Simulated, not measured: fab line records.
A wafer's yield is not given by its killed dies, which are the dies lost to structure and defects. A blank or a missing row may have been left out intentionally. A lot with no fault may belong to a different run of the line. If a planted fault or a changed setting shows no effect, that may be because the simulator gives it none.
fab line records	flow nand_harc
record lots=11	wafers=33	last_day=32
route steps=1302 shown P_M2@332 END@1302
lots that met no fault: taken from a fault-free run of the same line
start_h: the number of hours between the record's first day and the start of the first shown wafer of the lot	wait_h: hours from the lot's prior step to this one	" identical to the entry in the row above	L1.1+2: one row covering several wafers at once	- no value, or no start given	* or withheld: withheld	< > ~ a bound
route shown NAME@n: NAME is a module with steps in the file, n the number in the route of the first one	usual: mean/standard deviation of fault-free wafers	same: alike in all rows	chamber/n: place in a boat	sites: the reading at each site	_std_site: standard deviation across them	_edge_site: outer sites' mean less inner sites'	radius_mm: for every site, how far away it sits from the centre of the wafer	mask NAME#n: copy n	behind: the most recent tool/chamber to have shaped the wafer	hold: cause of the lot's hold/its duration in hours/its outcome	device: the n, p or np transistor that did not switch	end of line: tests run on the same wafers once the route is complete	for a step that has no rows: nothing shown but its recipe	killed: at the first sort, the dies lost to defects and structure; wafer yield is something else	map: per-die view of a wafer (x killed, . not killed, _ where there is no die)
set.NAME: the setting that was run; set.NAME@STEP: the one run at that earlier step	model.NAME: the simulator's own value behind a step, which no gauge read
the route's steps for a sample of lots (tables are steps, rows are wafers)
services: the hour from which a tool's chamber was out of use, counted from the record's first day as start_h (under 0 if before that day), plus the number of hours and why
## steps
# step NHARC_P_M2_ETCH_35
# recipe target_depth_a=400	overetch_a=120	time_s=43.94	ion_energy_ev=200	n2_flow_sccm=150	h2_flow_sccm=150	ar_flow_sccm=0	rf_w=400	bias_w=150	chemistry=N2/H2
# usual drypump_motor_current_A=5.7/0.42	oes_product_au=0.999/0.0093	rf_vpp_V=429.8/2.9	showerhead_plenum_p_Torr=2.01/0.099	throttle_valve_pct=14.171/0.0093
lot.wafer	tool	chamber	start_h	wait_h	drypump_motor_current_A	oes_product_au	rf_hours_counter_h	rf_vpp_V	showerhead_plenum_p_Torr	throttle_valve_pct
L726.4	rie_diel-06	0	124.04	0.1	6.1	0.987	9.3	430.5	2.02	14.182
L726.6	"	3	"	"	5.8	1.008	-	431.2	2.10	14.154
L726.5	"	0	"	"	6.1	0.989	-	430.4	2.02	14.184
L727.1	rie_diel-12	0	141.65	0.1	5.7	1.006	1.4	426.9	1.91	14.166
L727.6	"	1	"	"	5.2	0.994	-	434.4	2.19	14.161
L727.5	"	2	"	"	6.0	1.004	-	432.4	2.11	14.185
L728.1	rie_diel-06	0	150.70	0.1	6.1	0.998	0.4	428.6	2.02	14.158
L728.2	"	3	"	"	5.8	1.003	0.3	430.7	2.10	14.155
L728.5	"	0	"	"	6.1	1.011	-	430.0	2.02	14.183
L729.1	rie_diel-12	2	154.80	0.1	6.0	1.007	3.3	431.8	2.11	14.156
L729.4	"	3	"	"	6.1	1.003	3.2	428.6	1.93	14.177
L729.6	"	1	"	"	5.2	0.992	-	435.1	2.19	14.170
L731.1	rie_diel-12	0	177.26	0.1	5.6	1.008	2.9	425.6	1.91	14.175
L731.3	"	1	"	"	5.2	0.986	3.8	436.0	2.19	14.168
L731.5	"	3	"	"	6.1	0.994	-	426.3	1.93	14.171
L733.3	rie_diel-06	0	194.45	0.1	6.1	1.006	1.6	431.5	2.02	14.181
L733.1	"	1	"	"	5.0	1.003	1.6	430.7	2.07	14.167
L733.5	"	1	"	"	5.0	1.012	-	431.2	2.07	14.184
L737.3	rie_diel-11	3	237.89	0.1	4.9	1.000	9.6	427.5	1.93	14.174
L737.6	"	0	"	"	5.9	0.983	-	428.7	1.93	14.178
L737.5	"	3	"	"	4.9	0.988	-	426.9	1.93	14.183
L742.2	rie_diel-12	0	292.29	0.1	5.7	1.003	0.5	427.1	1.91	14.171
L742.1	"	3	"	"	6.0	0.992	0.4	427.8	1.93	14.189
L742.6	"	1	"	"	5.2	0.985	-	434.8	2.19	14.181
L744.2	rie_diel-11	0	312.38	0.1	6.0	1.003	3.1	426.6	1.93	14.177
L744.3	"	2	"	"	6.3	1.004	2.9	428.6	1.97	14.156
L744.4	"	3	"	"	4.9	1.017	3.1	427.7	1.93	14.176
L745.2	rie_diel-06	3	326.52	0.1	5.8	1.011	1.5	431.5	2.09	14.169
L745.6	"	2	"	"	5.8	0.996	-	427.7	1.91	14.183
L745.5	"	3	"	"	5.8	1.012	-	432.2	2.09	14.185
L747.1	rie_diel-12	2	334.28	0.1	6.0	0.985	2.7	432.4	2.10	14.159
L747.3	"	3	"	"	6.0	1.000	2.8	426.9	1.93	14.167
L747.6	"	2	"	"	6.0	0.980	-	432.2	2.10	14.175
# step NHARC_P_M2_CD_MEAS_16
# usual cd_nm=169.9/0.94
lot.wafer	tool	chamber	start_h	wait_h	cd_nm
L726.4	cd_sem-03	-	124.27	-	169.0
L726.5	"	-	"	"	168.7
L726.6	"	-	"	"	170.9
L727.1	cd_sem-02	-	141.85	-	169.3
L727.5	"	-	"	"	171.4
L727.6	"	-	"	"	170.9
L728.1	cd_sem-02	-	150.92	-	172.7
L728.2	"	-	"	"	169.8
L728.5	"	-	"	"	170.2
L729.1	cd_sem-01	-	155.01	-	169.9
L729.4	"	-	"	"	171.3
L729.6	"	-	"	"	169.4
L731.1	cd_sem-03	-	177.47	-	169.6
L731.3	"	-	"	"	169.9
L731.5	"	-	"	"	170.5
L733.1	cd_sem-03	-	194.67	-	169.1
L733.3	"	-	"	"	168.5
L733.5	"	-	"	"	169.8
L737.3	cd_sem-02	-	238.12	-	170.5
L737.5	"	-	"	"	170.1
L737.6	"	-	"	"	169.0
L742.1	cd_sem-02	-	292.51	-	170.2
L742.2	"	-	"	"	168.4
L742.6	"	-	"	"	169.7
L744.2	cd_sem-02	-	312.60	-	168.7
L744.3	"	-	"	"	168.7
L744.4	"	-	"	"	171.3
L745.2	cd_sem-03	-	326.82	0.1	170.5
L745.5	"	-	"	"	171.5
L745.6	"	-	"	"	170.7
L747.1	cd_sem-01	-	334.52	-	169.9
L747.3	"	-	"	"	169.2
L747.6	"	-	"	"	170.1
# step NHARC_P_M2_PVD_20
# recipe target_thk_a=50	bias_v=168.6	power_w=15000	chamber_pressure_pa=0.12	time_s=8.06	substrate_temp_c=50	material=TaN
# usual bias_v=168.7/1.8	throttle_valve_pct=29.9/1.2
lot.wafer	tool	chamber	start_h	wait_h	bias_v	throttle_valve_pct
L726.4	pvd_sputter-02	-	-	-	169.1	29.1
L726.5	"	-	"	"	170.5	30.7
L726.6	"	-	"	"	167.5	30.1
L727.1	pvd_sputter-01	-	-	-	169.7	28.7
L727.5	"	-	"	"	168.1	30.6
L727.6	"	-	"	"	167.3	30.3
L728.1	pvd_sputter-03	-	-	-	169.6	30.5
L728.2	"	-	"	"	166.9	27.5
L728.5	"	-	"	"	169.2	30.0
L729.4	pvd_sputter-03	-	-	-	169.7	30.5
L729.1	"	-	"	"	168.4	30.2
L729.6	"	-	"	"	170.6	30.4
L731.3	pvd_sputter-03	-	-	-	169.8	30.4
L731.1	"	-	"	"	171.4	27.5
L731.5	"	-	"	"	171.4	30.7
L733.1	pvd_sputter-01	-	-	-	170.3	28.6
L733.3	"	-	"	"	170.7	30.2
L733.5	"	-	"	"	166.7	31.2
L737.3	pvd_sputter-01	-	-	-	165.5	31.7
L737.5	"	-	"	"	168.3	28.6
L737.6	"	-	"	"	170.1	30.5
L742.1	pvd_sputter-03	-	-	-	167.2	30.5
L742.2	"	-	"	"	168.6	27.8
L742.6	"	-	"	"	170.1	29.9
L744.3	pvd_sputter-03	-	-	-	169.3	27.8
L744.4	"	-	"	"	166.4	30.4
L744.2	"	-	"	"	171.3	30.1
L745.2	pvd_sputter-03	-	-	-	170.5	30.0
L745.5	"	-	"	"	169.3	27.6
L745.6	"	-	"	"	167.7	30.2
L747.1	pvd_sputter-01	-	-	-	168.4	28.7
L747.3	"	-	"	"	169.1	30.7
L747.6	"	-	"	"	169.4	30.6
# step NHARC_P_M2_ECD_22
# recipe target_thk_a=4000	bath_temp_c=25	material=Cu
lot.wafer	tool	chamber	start_h	wait_h
L726.4+5+6	ecd_cu-02	0,0,1	125.84	-
L727.1+5+6	ecd_cu-01	1,1,0	142.93	-
L728.1+2+5	ecd_cu-01	0,1,0	152.07	-
L729.1+4+6	ecd_cu-01	0	156.13	-
L731.1+3+5	ecd_cu-02	1	178.60	-
L733.1+3+5	ecd_cu-01	1,0,1	195.74	-
L737.3+5+6	ecd_cu-02	1,1,0	239.29	-
L742.2+1+6	ecd_cu-01	0,1,0	293.58	-
L744.2+4+3	ecd_cu-01	0,0,1	313.68	-
L745.2+5+6	ecd_cu-01	0,1,0	328.12	-
L747.1+3+6	ecd_cu-02	0,1,1	335.59	-
# step NHARC_P_M2_CMP_23
# recipe t_overpolish_s=20	target_thk_nm=144.3
# usual motor_current_A=12.1/1	time_to_endpoint_s=29.2/2.4
# same t_overpolish_s=20
lot.wafer	tool	chamber	start_h	wait_h	motor_current_A	time_to_endpoint_s
L726.4	cmp-02	1	126.58	-	12.4	30.3
L726.5	"	0	"	"	12.9	27.0
L726.6	"	1	"	"	12.5	32.6
L727.1	cmp-01	1	143.66	-	11.4	28.5
L727.5	"	1	"	"	12.3	32.6
L727.6	"	2	"	"	11.0	28.1
L728.2	cmp-04	2	152.79	-	13.2	28.8
L728.1	"	1	"	"	11.5	34.4
L728.5	"	2	"	"	12.8	29.5
L729.1	cmp-02	1	156.84	-	12.1	31.4
L729.4	"	3	"	"	13.5	31.0
L729.6	"	0	"	"	12.4	27.5
L731.1	cmp-01	2	179.27	-	11.1	28.6
L731.3	"	1	"	"	12.3	32.4
L731.5	"	3	"	"	11.5	28.2
L733.1	cmp-04	2	196.47	-	13.0	23.6
L733.3	"	3	"	"	11.1	25.1
L733.5	"	3	"	"	11.2	23.7
L737.3	cmp-04	3	240.11	-	11.0	31.0
L737.6	"	2	"	"	13.3	28.7
L737.5	"	3	"	"	11.1	28.7
L742.1	cmp-02	1	294.30	-	12.1	28.7
L742.2	"	0	"	"	12.6	23.7
L742.6	"	1	"	"	13.1	29.8
L744.2	cmp-04	3	314.40	-	11.7	29.8
L744.3	"	0	"	"	11.0	15.2
L744.4	"	2	"	"	12.9	26.7
L745.2	cmp-01	2	328.93	-	10.9	26.2
L745.5	"	3	"	"	12.2	13.0
L745.6	"	0	"	"	12.6	31.6
L747.1	cmp-02	3	336.35	-	15.1	27.7
L747.3	"	0	"	"	12.8	31.6
L747.6	"	3	"	"	13.8	29.9
# step NHARC_END_SORT_01
# recipe temp_c=25
# usual defect_limited_yield=91.6/2.8	killed_at_array=52/18	killed_at_other=0.6/0.83	killed_at_periphery=4.3/2.8	killed_dies=57/19	killed_open=3.4/2	killed_short=2.5/1.7	sort_bin_2_pct=3.0/1.1	sort_bin_3_pct=0.6/0.41	sort_bin_4_pct=4.7/1.6	sort_n_pass=620/19	sort_rim_yield_pct=91/3.7	sort_yield_pct=91.6/2.8
# same gross_dies=677	sort_bin_5_pct[%]=0	sort_bin_6_pct[%]=0	sort_bin_7_pct[%]=0	sort_bin_8_pct[%]=0	sort_rim_n_gross=106.00
lot.wafer	tool	chamber	start_h	wait_h	defect_limited_yield[%]	killed_at_array	killed_at_other	killed_at_periphery	killed_dies	killed_open	killed_short	sort_bin_2_pct[%]	sort_bin_3_pct[%]	sort_bin_4_pct[%]	sort_n_pass	sort_rim_yield_pct[%]	sort_yield_pct[%]
L728.1	prober-02	0	572.51	2.5	88.2	79	0	1	80	4	1	4.6	1.2	6.1	597	96	88.2
L728.2	prober-02	0	573.30	2.8	87.1	83	0	4	87	2	2	4.7	0.4	7.7	590	96	87.1
L728.5	prober-02	0	575.66	3.6	88.0	76	0	5	81	3	4	4.3	1.2	6.5	596	96	88.0
L731.1	prober-02	0	596.22	2.5	89.5	67	0	4	71	3	5	3.5	0.4	6.5	606	90	89.5
L731.3	prober-02	0	597.82	3.1	88.0	78	1	2	81	7	6	3.8	0.7	7.4	596	88	88.0
L731.5	prober-02	0	599.43	3.7	91.4	58	0	0	58	3	3	3.8	0.4	4.3	619	88	91.4
L737.3	prober-02	0	660.02	3.1	88.3	73	1	5	79	3	2	3.8	1.6	6.2	598	90	88.3
L737.5	prober-02	0	661.60	3.7	88.0	74	0	7	81	2	1	3.1	1.5	7.4	596	89	88.0
L737.6	prober-02	0	662.39	4.0	88.3	71	1	7	79	6	1	3.4	0.7	7.5	598	85	88.3
L744.4	prober-01	0	733.75	3.5	88.9	70	0	5	75	4	0	3.8	0.9	6.4	602	91	88.9
# killed by level:class
L728.1 A_CHANNEL_HOLE_D1:chamber_film_flake=40 A_CHANNEL_HOLE_D2:chamber_film_flake=27 A_CONTACT:chamber_film_flake=3 A_BLC:geometric_particle:open=2 A_STAIRCASE:chamber_film_flake=2 A_DECK1_JOINT:geometric_particle:open=1 A_WL_FILL:geometric_particle:short=1 A_WL_FILL:geometric_particle:open=1
L728.2 A_CHANNEL_HOLE_D1:chamber_film_flake=39 A_CHANNEL_HOLE_D2:chamber_film_flake=27 A_CONTACT:chamber_film_flake=4 A_STAIRCASE:chamber_film_flake=3 A_CONTACT:unspecified=3 A_CHANNEL_FILL_D2:geometric_particle:short=2 A_CHANNEL_FILL_D2:chamber_film_flake=2 P_GATE:geometric_particle:open=1
L728.5 A_CHANNEL_HOLE_D2:chamber_film_flake=30 A_CHANNEL_HOLE_D1:chamber_film_flake=26 A_STAIRCASE:chamber_film_flake=5 A_CONTACT:chamber_film_flake=5 A_CHANNEL_FILL_D1:chamber_film_flake=2 P_GATE:geometric_particle:open=1 P_CONTACT:geometric_particle:short=1 A_DECK1_JOINT:geometric_particle:short=1
L731.1 A_CHANNEL_HOLE_D2:chamber_film_flake=37 A_SLIT:chamber_film_flake=19 A_CONTACT:chamber_film_flake=3 P_GATE:geometric_particle:short=2 A_STAIRCASE:chamber_film_flake=2 P_GATE:geometric_particle:open=1 A_ONON_D2:geometric_particle:short=1 A_CHANNEL_HOLE_D2:geometric_particle:short=1
L731.3 A_CHANNEL_HOLE_D2:chamber_film_flake=43 A_SLIT:chamber_film_flake=14 A_CHANNEL_HOLE_D1:geometric_particle:open=2 A_CHANNEL_HOLE_D2:geometric_particle:short=2 P_GATE:chamber_film_flake=2 A_CHANNEL_HOLE_D1:chamber_film_flake=2 A_CONTACT:chamber_film_flake=2 A_ONON_D1:geometric_particle:short=1
L731.5 A_CHANNEL_HOLE_D2:chamber_film_flake=30 A_SLIT:chamber_film_flake=15 A_STAIRCASE:chamber_film_flake=3 A_SGD_CUT:chamber_film_flake=2 A_ONON_D1:geometric_particle:short=1 A_CHANNEL_HOLE_D1:geometric_particle:short=1 A_CHANNEL_HOLE_D1:geometric_particle:open=1 A_CHANNEL_FILL_D1:geometric_particle:short=1
L737.3 A_CHANNEL_HOLE_D1:chamber_film_flake=38 A_SLIT:chamber_film_flake=16 A_CONTACT:chamber_film_flake=6 A_CHANNEL_HOLE_D2:chamber_film_flake=5 P_STI:chamber_film_flake=4 A_CHANNEL_FILL_D1:geometric_particle:short=1 A_DECK1_JOINT:geometric_particle:short=1 A_CHANNEL_FILL_D2:geometric_particle:open=1
L737.5 A_CHANNEL_HOLE_D1:chamber_film_flake=38 A_SLIT:chamber_film_flake=15 A_CHANNEL_HOLE_D2:chamber_film_flake=10 A_CONTACT:chamber_film_flake=4 P_STI:chamber_film_flake=2 P_BONDPAD:chamber_film_flake=2 A_CHANNEL_FILL_D1:chamber_film_flake=2 A_STAIRCASE:chamber_film_flake=2
L737.6 A_CHANNEL_HOLE_D1:chamber_film_flake=32 A_SLIT:chamber_film_flake=19 A_CONTACT:chamber_film_flake=7 A_CHANNEL_HOLE_D2:chamber_film_flake=6 A_DECK1_JOINT:geometric_particle:open=2 A_M0:geometric_particle:open=2 P_STI:chamber_film_flake=2 P_CONTACT:chamber_film_flake=2
L744.4 A_CHANNEL_HOLE_D1:chamber_film_flake=31 A_SLIT:chamber_film_flake=22 A_STAIRCASE:chamber_film_flake=10 A_CONTACT:chamber_film_flake=5 P_M0:geometric_particle:open=2 P_CONTACT:geometric_particle:open=1 A_ONON_D2:geometric_particle:open=1 P_ZERO_WELL:chamber_film_flake=1
## services
tool	chamber	start_h	hours	kind
rie_diel-12	0	102.85	5.5	repair
cmp-04	-	112.49	4.0	pm
rie_diel-06	2	126.81	11.8	repair
rie_diel-06	-	130.92	9.0	pm
rie_diel-12	3	131.25	1.4	repair
cmp-02	-	134.66	4.0	pm
rie_diel-12	0	149.07	2.9	repair
ecd_cu-01	-	160.35	8.0	pm
rie_diel-12	3	160.57	3.1	repair
cmp-02	-	179.12	1.9	repair
ecd_cu-02	-	181.36	6.2	repair
rie_diel-06	3	182.03	4.5	repair
pvd_sputter-03	-	183.25	10.0	pm
pvd_sputter-01	-	209.65	0.5	repair
cmp-04	-	210.60	4.0	pm
cmp-02	-	217.30	68.5	repair
pvd_sputter-01	-	226.00	10.0	pm
rie_diel-12	2	232.34	4.2	repair
cmp-04	-	242.07	2.6	repair
ecd_cu-01	-	246.11	6.2	repair
rie_diel-12	-	268.40	9.0	pm
rie_diel-12	-	308.23	2.7	repair
rie_diel-12	1	333.85	8.8	repair
ecd_cu-01	-	336.35	8.0	pm
## key
first_sign step=NHARC_P_M2_CMP_23	reading=time_to_endpoint_s	direction=down	sigmas=6.2	usual=*	struck=*
effect none on later readings
met_at NHARC_P_M2_ECD_22
struck_lots L744,L745
struck_wafers L744.3,L745.5
not_acting_at NHARC_P_M2_ETCH_35,NHARC_P_M2_CD_MEAS_16,NHARC_P_M2_PVD_20
onset_between 293.58 313.68
fault kind=process_parameter_drift	tool=ecd_cu-01	chamber=1	onset_h=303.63	steps=NHARC_P_M2_ECD_22	channel=target_thk_a	offset=*	shape=step	end_h=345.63	acts_in=*	stated=*
